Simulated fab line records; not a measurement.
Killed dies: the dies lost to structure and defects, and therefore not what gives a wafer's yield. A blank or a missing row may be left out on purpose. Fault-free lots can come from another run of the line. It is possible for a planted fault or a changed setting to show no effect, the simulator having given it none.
The tool behind it: which one? / flow nand harc / 12 lots, 36 wafers sampled, at 5 steps of a route of 1159

WHAT EACH GAUGE READ, for each wafer
NHARC_A_CONTACT_INSPECT_23. Usual: 444 for raw defect count, sd 130.
lot=L365; measured=day 19 14:42; on=defect inspect-02; raw defect count=395 385 411; flag=
lot=L366; measured=day 19 16:28; on=defect inspect-02; raw defect count=397 607 331; flag=
lot=L368; measured=day 20 13:37; on=defect inspect-01; raw defect count=378 634 655; flag=
lot=L367; measured=day 20 14:49; on=defect inspect-01; raw defect count=378 364 379; flag=
lot=L370; measured=day 20 17:58; on=defect inspect-02; raw defect count=466 455 447; flag=
lot=L371; measured=day 21 02:12; on=defect inspect-01; raw defect count=304 341 254; flag=
lot=L372; measured=day 21 13:08; on=defect inspect-02; raw defect count=364 935 377; flag=
lot=L373; measured=day 21 13:52; on=defect inspect-01; raw defect count=369 598 628; flag=
lot=L374; measured=day 21 21:44; on=defect inspect-01; raw defect count=553 358 401; flag=
lot=L379; measured=day 23 01:00; on=defect inspect-02; raw defect count=378 283 340; flag=
lot=L378; measured=day 23 01:45; on=defect inspect-02; raw defect count=490 425 408; flag=
lot=L380; measured=day 23 03:09; on=defect inspect-02; raw defect count=350 402 274; flag=

NHARC_A_BLC_OVL_MEAS_11. Usual: overlay x nm -0.1 nm, standard deviation 0.99; overlay y nm -0.3 nm, standard deviation 0.9.
lot=L365; measured=day 19 15:18; on=overlay-02; overlay x nm (nm)=0.7 0.8 0.3; overlay y nm (nm)=0.4 0.0 -0.2; flag=
lot=L366; measured=day 19 17:04; on=overlay-01; overlay x nm (nm)=-0.5 -0.2 0.0; overlay y nm (nm)=0.4 -0.1 0.7; flag=
lot=L368; measured=day 20 14:05; on=overlay-01; overlay x nm (nm)=1.1 1.4 0.7; overlay y nm (nm)=-0.4 -0.4 -0.1; flag=
lot=L367; measured=day 20 15:17; on=overlay-02; overlay x nm (nm)=0.8 0.7 0.3; overlay y nm (nm)=-0.3 -0.1 0.4; flag=
lot=L370; measured=day 20 18:33; on=overlay-01; overlay x nm (nm)=-0.6 -0.1 0.0; overlay y nm (nm)=-2.2 -2.8 -1.6; flag=
lot=L371; measured=day 21 02:40; on=overlay-01; overlay x nm (nm)=1.3 1.3 1.7; overlay y nm (nm)=-2.0 -2.1 -2.3; flag=
lot=L372; measured=day 21 13:44; on=overlay-01; overlay x nm (nm)=-0.3 -0.1 0.3; overlay y nm (nm)=0.2 0.0 0.5; flag=
lot=L373; measured=day 21 14:28; on=overlay-01; overlay x nm (nm)=-0.7 -0.3 0.2; overlay y nm (nm)=-0.5 0.0 0.6; flag=
lot=L374; measured=day 21 22:20; on=overlay-01; overlay x nm (nm)=-0.9 -0.9 -1.0; overlay y nm (nm)=0.2 1.0 0.4; flag=
lot=L379; measured=day 23 01:35; on=overlay-01; overlay x nm (nm)=0.0 -0.3 -0.2; overlay y nm (nm)=-0.5 -0.3 -0.3; flag=
lot=L378; measured=day 23 02:13; on=overlay-02; overlay x nm (nm)=0.5 0.1 0.0; overlay y nm (nm)=0.7 0.4 0.8; flag=
lot=L380; measured=day 23 03:45; on=overlay-01; overlay x nm (nm)=0.6 0.6 0.5; overlay y nm (nm)=1.0 0.9 0.7; flag=

NHARC_END_SORT_01. Usual: killed at array 28, standard deviation 11; killed at other 0.6, standard deviation 0.85; killed at periphery 2.8, standard deviation 2.3; killed dies 31, standard deviation 11; killed open 3.1, standard deviation 1.6; killed short 2.0, standard deviation 1.4.
lot=L365; measured=day 21 11:10; on=prober-01; killed at array=676 676 677; killed at other=0 1 0; killed at periphery=1 0 0; killed dies=677 677 677; killed open=3 4 2; killed short=2 3 3; flag=OFF
lot=L366; measured=day 21 10:28; on=prober-02; killed at array=672 670 672; killed at other=0 2 0; killed at periphery=5 5 5; killed dies=677 677 677; killed open=9 7 3; killed short=3 4 3; flag=OFF
lot=L368; measured=day 22 11:33; on=prober-02; killed at array=674 676 676; killed at other=0 0 0; killed at periphery=3 1 1; killed dies=677 677 677; killed open=1 4 3; killed short=2 6 2; flag=OFF

TOOL THAT RAN EACH LOT (tool first, then ch and the chambers of the sampled wafers, then the start)
lot=L365; NHARC_A_BLC_ETCH_16=rie diel-09 ch 0,2,3, day 19 15:29; NHARC_A_BLC_STRIP_29=rie diel-11 ch 0,1,3, day 19 16:28
lot=L366; NHARC_A_BLC_ETCH_16=rie diel-09 ch 1,2,3, day 19 17:16; NHARC_A_BLC_STRIP_29=rie diel-11 ch 0,2,3, day 19 18:13
lot=L368; NHARC_A_BLC_ETCH_16=rie diel-09 ch 0,1,2, day 20 14:17; NHARC_A_BLC_STRIP_29=rie diel-11 ch 1,2,3, day 20 15:15
lot=L367; NHARC_A_BLC_ETCH_16=rie diel-09 ch 0,2,3, day 20 15:28; NHARC_A_BLC_STRIP_29=rie diel-11 ch 0,1, day 20 16:25
lot=L370; NHARC_A_BLC_ETCH_16=rie diel-09 ch 1,2,3, day 20 18:44; NHARC_A_BLC_STRIP_29=rie diel-09 ch 1,2,3, day 20 19:41
lot=L371; NHARC_A_BLC_ETCH_16=rie diel-09 ch 0,1,2, day 21 02:52; NHARC_A_BLC_STRIP_29=rie diel-11 ch 1,2,3, day 21 03:49
lot=L372; NHARC_A_BLC_ETCH_16=rie diel-11 ch 0,1,3, day 21 13:56; NHARC_A_BLC_STRIP_29=rie diel-11 ch 0,1, day 21 15:04
lot=L373; NHARC_A_BLC_ETCH_16=rie diel-09 ch 0,1,2, day 21 14:38; NHARC_A_BLC_STRIP_29=rie diel-09 ch 0,1,3, day 21 15:38
lot=L374; NHARC_A_BLC_ETCH_16=rie diel-09 ch 0,1, day 21 22:31; NHARC_A_BLC_STRIP_29=rie diel-11 ch 0,3, day 21 23:30
lot=L379; NHARC_A_BLC_ETCH_16=rie diel-09 ch 1,2, day 23 01:47; NHARC_A_BLC_STRIP_29=rie diel-09 ch 0,2,3, day 23 02:50
lot=L378; NHARC_A_BLC_ETCH_16=rie diel-02 ch 0,2,3, day 23 02:25; NHARC_A_BLC_STRIP_29=rie diel-11 ch 0,2, day 23 03:38
lot=L380; NHARC_A_BLC_ETCH_16=rie diel-09 ch 0,1,3, day 23 03:56; NHARC_A_BLC_STRIP_29=rie diel-11 ch 2,3, day 23 04:53
- NHARC_A_BLC_ETCH_16: etches the open film in CF4, target depth 39 nm, time 65 s.
- NHARC_A_BLC_STRIP_29: strips in CF4.

WHAT THE TOOLS THEMSELVES READ (means of the sampled wafers that have a number; where no wafer has one, the mark that the record gives instead)
NHARC_A_BLC_ETCH_16. Usual: bias w 100.0 W, standard deviation 0.31; cf4 flow sccm 150.0 sccm, standard deviation 0.45; drypump motor current A 5.59 A, standard deviation 0.23; mfc ar sccm 0.004 sccm, standard deviation 0.0073; oes product au 0.999 a.u., standard deviation 0.0096; rf vpp V 151.0 V, standard deviation 1.3; showerhead plenum p Torr 1.75 Torr, standard deviation 0.077; throttle valve pct 13.285 %, standard deviation 0.0099.
lot=L365; tool=rie diel-09; bias w (W)=-; cf4 flow sccm (sccm)=-; drypump motor current A (A)=-; mfc ar sccm (sccm)=-; oes product au (a.u.)=-; rf vpp V (V)=-; showerhead plenum p Torr (Torr)=-; throttle valve pct (%)=-; flag=OFF
lot=L366; tool=rie diel-09; bias w (W)=-; cf4 flow sccm (sccm)=-; drypump motor current A (A)=-; mfc ar sccm (sccm)=-; oes product au (a.u.)=-; rf vpp V (V)=-; showerhead plenum p Torr (Torr)=-; throttle valve pct (%)=-; flag=OFF
lot=L368; tool=rie diel-09; bias w (W)=-; cf4 flow sccm (sccm)=-; drypump motor current A (A)=-; mfc ar sccm (sccm)=-; oes product au (a.u.)=-; rf vpp V (V)=-; showerhead plenum p Torr (Torr)=-; throttle valve pct (%)=-; flag=OFF
lot=L367; tool=rie diel-09; bias w (W)=100.2; cf4 flow sccm (sccm)=150.1; drypump motor current A (A)=5.56; mfc ar sccm (sccm)=0.004; oes product au (a.u.)=0.992; rf vpp V (V)=150.1; showerhead plenum p Torr (Torr)=1.71; throttle valve pct (%)=13.289; flag=
lot=L370; tool=rie diel-09; bias w (W)=100.0; cf4 flow sccm (sccm)=150.2; drypump motor current A (A)=5.68; mfc ar sccm (sccm)=0.000; oes product au (a.u.)=0.992; rf vpp V (V)=150.9; showerhead plenum p Torr (Torr)=1.74; throttle valve pct (%)=13.285; flag=
lot=L371; tool=rie diel-09; bias w (W)=99.9; cf4 flow sccm (sccm)=150.1; drypump motor current A (A)=5.63; mfc ar sccm (sccm)=0.004; oes product au (a.u.)=1.005; rf vpp V (V)=151.5; showerhead plenum p Torr (Torr)=1.78; throttle valve pct (%)=13.284; flag=
lot=L372; tool=rie diel-11; bias w (W)=99.8; cf4 flow sccm (sccm)=149.7; drypump motor current A (A)=5.58; mfc ar sccm (sccm)=0.001; oes product au (a.u.)=1.005; rf vpp V (V)=151.2; showerhead plenum p Torr (Torr)=1.72; throttle valve pct (%)=13.274; flag=
lot=L373; tool=rie diel-09; bias w (W)=99.8; cf4 flow sccm (sccm)=149.5; drypump motor current A (A)=5.63; mfc ar sccm (sccm)=0.004; oes product au (a.u.)=1.001; rf vpp V (V)=150.9; showerhead plenum p Torr (Torr)=1.78; throttle valve pct (%)=13.293; flag=
lot=L374; tool=rie diel-09; bias w (W)=100.2; cf4 flow sccm (sccm)=150.4; drypump motor current A (A)=5.60; mfc ar sccm (sccm)=0.004; oes product au (a.u.)=1.005; rf vpp V (V)=152.8; showerhead plenum p Torr (Torr)=1.85; throttle valve pct (%)=13.283; flag=
lot=L379; tool=rie diel-09; bias w (W)=99.9; cf4 flow sccm (sccm)=150.6; drypump motor current A (A)=5.76; mfc ar sccm (sccm)=0.000; oes product au (a.u.)=0.996; rf vpp V (V)=152.1; showerhead plenum p Torr (Torr)=1.81; throttle valve pct (%)=13.288; flag=
lot=L378; tool=rie diel-02; bias w (W)=99.9; cf4 flow sccm (sccm)=150.1; drypump motor current A (A)=6.00; mfc ar sccm (sccm)=0.009; oes product au (a.u.)=0.992; rf vpp V (V)=151.4; showerhead plenum p Torr (Torr)=1.78; throttle valve pct (%)=13.278; flag=
lot=L380; tool=rie diel-09; bias w (W)=100.0; cf4 flow sccm (sccm)=150.4; drypump motor current A (A)=5.54; mfc ar sccm (sccm)=0.004; oes product au (a.u.)=1.009; rf vpp V (V)=151.0; showerhead plenum p Torr (Torr)=1.78; throttle valve pct (%)=13.288; flag=

NHARC_A_BLC_STRIP_29. Usual: drypump motor current A 5.61 A, standard deviation 0.25; mfc ar sccm 0.005 sccm, standard deviation 0.0096; oes product au 0.997 a.u., standard deviation 0.01; rf vpp V 59.1 V, standard deviation 0.97; showerhead plenum p Torr 1.72 Torr, standard deviation 0.062; throttle valve pct 13.284 %, standard deviation 0.01.
lot=L365; tool=rie diel-11; drypump motor current A (A)=5.57; mfc ar sccm (sccm)=0.001; oes product au (a.u.)=0.995; rf vpp V (V)=59.1; showerhead plenum p Torr (Torr)=1.72; throttle valve pct (%)=13.285; flag=
lot=L366; tool=rie diel-11; drypump motor current A (A)=5.62; mfc ar sccm (sccm)=0.011; oes product au (a.u.)=0.987; rf vpp V (V)=59.0; showerhead plenum p Torr (Torr)=1.70; throttle valve pct (%)=13.291; flag=
lot=L368; tool=rie diel-11; drypump motor current A (A)=5.66; mfc ar sccm (sccm)=0.011; oes product au (a.u.)=0.993; rf vpp V (V)=60.1; showerhead plenum p Torr (Torr)=1.72; throttle valve pct (%)=13.293; flag=
lot=L367; tool=rie diel-11; drypump motor current A (A)=5.47; mfc ar sccm (sccm)=0.000; oes product au (a.u.)=1.003; rf vpp V (V)=58.5; showerhead plenum p Torr (Torr)=1.73; throttle valve pct (%)=13.284; flag=
lot=L370; tool=rie diel-09; drypump motor current A (A)=5.69; mfc ar sccm (sccm)=0.000; oes product au (a.u.)=1.001; rf vpp V (V)=58.0; showerhead plenum p Torr (Torr)=1.74; throttle valve pct (%)=13.277; flag=
lot=L371; tool=rie diel-11; drypump motor current A (A)=5.64; mfc ar sccm (sccm)=0.011; oes product au (a.u.)=0.988; rf vpp V (V)=59.8; showerhead plenum p Torr (Torr)=1.72; throttle valve pct (%)=13.285; flag=
lot=L372; tool=rie diel-11; drypump motor current A (A)=5.46; mfc ar sccm (sccm)=0.000; oes product au (a.u.)=1.007; rf vpp V (V)=58.6; showerhead plenum p Torr (Torr)=1.73; throttle valve pct (%)=13.287; flag=
lot=L373; tool=rie diel-09; drypump motor current A (A)=5.56; mfc ar sccm (sccm)=0.004; oes product au (a.u.)=1.001; rf vpp V (V)=59.8; showerhead plenum p Torr (Torr)=1.78; throttle valve pct (%)=13.281; flag=
lot=L374; tool=rie diel-11; drypump motor current A (A)=5.71; mfc ar sccm (sccm)=0.003; oes product au (a.u.)=0.999; rf vpp V (V)=59.1; showerhead plenum p Torr (Torr)=1.71; throttle valve pct (%)=13.286; flag=
lot=L379; tool=rie diel-09; drypump motor current A (A)=5.57; mfc ar sccm (sccm)=0.004; oes product au (a.u.)=0.998; rf vpp V (V)=58.6; showerhead plenum p Torr (Torr)=1.71; throttle valve pct (%)=13.294; flag=
lot=L378; tool=rie diel-11; drypump motor current A (A)=5.42; mfc ar sccm (sccm)=0.010; oes product au (a.u.)=1.004; rf vpp V (V)=58.4; showerhead plenum p Torr (Torr)=1.68; throttle valve pct (%)=13.278; flag=
lot=L380; tool=rie diel-11; drypump motor current A (A)=5.77; mfc ar sccm (sccm)=0.012; oes product au (a.u.)=0.999; rf vpp V (V)=59.8; showerhead plenum p Torr (Torr)=1.71; throttle valve pct (%)=13.285; flag=

THE ANSWER, worked out from the rows above alone
Rule: a lot is off if the mean of its wafers that have a number lies more than 3 standard deviations from the usual mean. A lot without any number at a reading at which 4 lots or more have one is off too. Any other lot the step has rows for is counted as sound. Order of review: gauges by route order, followed by the tools' own readings, for which a lot's mean as printed above is used. The first step at which some lot is off is used, and at that step the reading that is off furthest; a lot without a number counts as furthest.
Off at NHARC_END_SORT_01 (killed at array): L365, L366, L368. Neither off nor sound, because the step has no rows for them: L367, L370, L371, L372, L373, L374, L379, L378, L380.
If a tool, at a process step before that reading, ran all the lots that are off and no sound lot after the first of them, it fits. The gauges at NHARC_END_SORT_01 aren't tried: what is off there is off at NHARC_A_BLC_ETCH_16 too, on other tools, and a gauge's error can't cause that. Can't be told from this: 2 tools fit, rie diel-09 at NHARC_A_BLC_ETCH_16, rie diel-11 at NHARC_A_BLC_STRIP_29.

WHAT HAD BEEN PUT IN BY THE SIMULATOR
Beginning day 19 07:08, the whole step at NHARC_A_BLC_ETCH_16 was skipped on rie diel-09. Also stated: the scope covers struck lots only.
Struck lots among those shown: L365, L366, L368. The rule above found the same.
